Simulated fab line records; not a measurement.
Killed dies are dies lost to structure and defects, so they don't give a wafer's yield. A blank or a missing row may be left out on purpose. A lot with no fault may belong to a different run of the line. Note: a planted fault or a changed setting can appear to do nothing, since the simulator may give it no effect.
Split-lot trial -- flow n5 finfet -- 39 wafers read across 7 lots, on a route 1938 steps long

## THE SPLIT
At N5_BEOL_M13_SPUTTER_43 (material TaN, target thk 15 nm, time 24.19 s), the setting time s was moved away from the recipe's 24.19 s on 15 of the 39 wafers read, by -30.8% to +59.6%. The other wafers ran this setting at the recipe's value.

## FROM THE SPLIT TO THE READING: what the file shows between them, 4 steps
- N5_BEOL_M13_SPUTTER_44: material Ta, target thk 10 nm, time 16.13 s
- N5_BEOL_M13_SPUTTER_45: material Cu, target thk 80 nm, time 13.33 s
- N5_BEOL_M13_ECD_47: material Cu, target thk 936 nm
- N5_BEOL_M13_ANNEAL_48: time 90 s

## THE READING
barrier field endpoint s, in s, at N5_BEOL_M13_CMP_49 (polishes, stops on SiOC, t overpolish 17.1 s, target thk 420 nm). A value of 30.5 s with a standard deviation of 0.78 s is what fault-free wafers of this fab line usually give.

wafer,"tool, chamber at the split","time s as run, s",against the recipe,"barrier field endpoint s, s",against lot-mates on the recipe
L075.1,"pvd sputter-01, -",16.73,-30.8%,25.1,-4.9
L075.2,"pvd sputter-01, -",24.19,recipe,30.3,-
L075.4,"pvd sputter-01, -",16.73,-30.8%,24.2,-5.8
L075.3,"pvd sputter-01, -",24.19,recipe,29.9,-
L075.5,"pvd sputter-01, -",16.73,-30.8%,25.2,-4.8
L075.6,"pvd sputter-01, -",24.19,recipe,29.7,-
L079.2,"pvd sputter-02, -",30.7,+26.9%,34.3,+4.6
L079.1,"pvd sputter-02, -",30.7,+26.9%,34.2,+4.5
L079.4,"pvd sputter-02, -",24.19,recipe,29.5,-
L079.3,"pvd sputter-02, -",30.7,+26.9%,34.5,+4.8
L079.6,"pvd sputter-02, -",24.19,recipe,29.6,-
L079.5,"pvd sputter-02, -",24.19,recipe,30.0,-
L083.3,"pvd sputter-02, -",35.6,+47.2%,40.2,+9.6
L083.2,"pvd sputter-02, -",35.6,+47.2%,39.3,+8.7
L083.4,"pvd sputter-02, -",24.19,recipe,30.3,-
L083.1,"pvd sputter-02, -",35.6,+47.2%,38.8,+8.2
L083.6,"pvd sputter-02, -",24.19,recipe,30.8,-
L083.5,"pvd sputter-02, -",24.19,recipe,30.6,-
L087.3,"pvd sputter-01, -",24.19,recipe,30.2,-
L087.4,"pvd sputter-01, -",24.19,recipe,30.2,-
L087.1,"pvd sputter-01, -",24.19,recipe,29.4,-
L087.2,"pvd sputter-01, -",24.19,recipe,30.1,-
L087.5,"pvd sputter-01, -",24.19,recipe,31.2,-
L087.6,"pvd sputter-01, -",24.19,recipe,30.6,-
L090.4,"pvd sputter-02, -",24.19,recipe,30.5,-
L090.2,"pvd sputter-02, -",24.19,recipe,31.8,-
L090.1,"pvd sputter-02, -",24.19,recipe,31.9,-
L092.1,"pvd sputter-02, -",24.19,recipe,30.1,-
L092.3,"pvd sputter-02, -",38.6,+59.6%,42.2,+11.6
L092.4,"pvd sputter-02, -",24.19,recipe,30.1,-
L092.2,"pvd sputter-02, -",38.6,+59.6%,42.6,+12.0
L092.5,"pvd sputter-02, -",38.6,+59.6%,41.8,+11.2
L092.6,"pvd sputter-02, -",24.19,recipe,31.5,-
L096.2,"pvd sputter-03, -",17.55,-27.4%,25.5,-5.5
L096.3,"pvd sputter-03, -",17.55,-27.4%,25.6,-5.4
L096.4,"pvd sputter-03, -",17.55,-27.4%,25.7,-5.3
L096.1,"pvd sputter-03, -",24.19,recipe,31.0,-
L096.6,"pvd sputter-03, -",24.19,recipe,30.5,-
L096.5,"pvd sputter-03, -",24.19,recipe,31.6,-

FIT RESULTS
A straight line over all 39 wafers: barrier field endpoint s changes by +0.187 s for each +1% of time s; r = +0.99; the points scatter about the line by 0.72 s.
The same after taking each lot's own level away (the mean of its wafers on the recipe; 39 wafers): +0.188 s for each +1%; r = +0.99; scatter 0.52 s.
That fit puts the effect of the largest move of time s on the reading at 11 s.
The lots' own levels span 29.70 to 31.40 s, that is 2.2 times the standard deviation above.
So the lot-to-lot level changes the slope little: the two slopes agree.
Check: for one of the wafers moved furthest among these (+59.6%), held out of the fit, the line's prediction against its lot-mates is +11.2 s. It came out at +11.6 s against them.

## THESE WAFERS: OTHER SPLITS
Other splits were also applied to these wafers ahead of the reading. Each is held against what the fit with the lots' levels taken away leaves over:
other split on the same wafers,wafers away from the commonest value,r with barrier field endpoint s (lot level and that fit taken away)
N5_BEOL_M8_DEVELOP_10 develop time s,12,-0.03
N5_BEOL_M10_DEP_56 target thk a,15,+0.14

## THE WHOLE CHAIN: every reading that the file lists as answering this split, in the file's order
step,what it does,reading,change (the file's fit),r (the file's)
N5_BEOL_M13_SPUTTER_43,"material TaN, target thk 15 nm, time 24.19 s","TaN_of_BEOL_M13_SPUTTER_43.thk nm (the simulator's own value, which no gauge read)",+0.149 nm for each +1% of the setting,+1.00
N5_BEOL_M13_CMP_49,"polishes, stops on SiOC, t overpolish 17.1 s, target thk 420 nm",barrier field endpoint s,+0.188 s for each +1% of the setting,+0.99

## THE FILE'S OWN FIT
barrier field endpoint s changes by +0.188 s for each +1% of time s, r = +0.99.
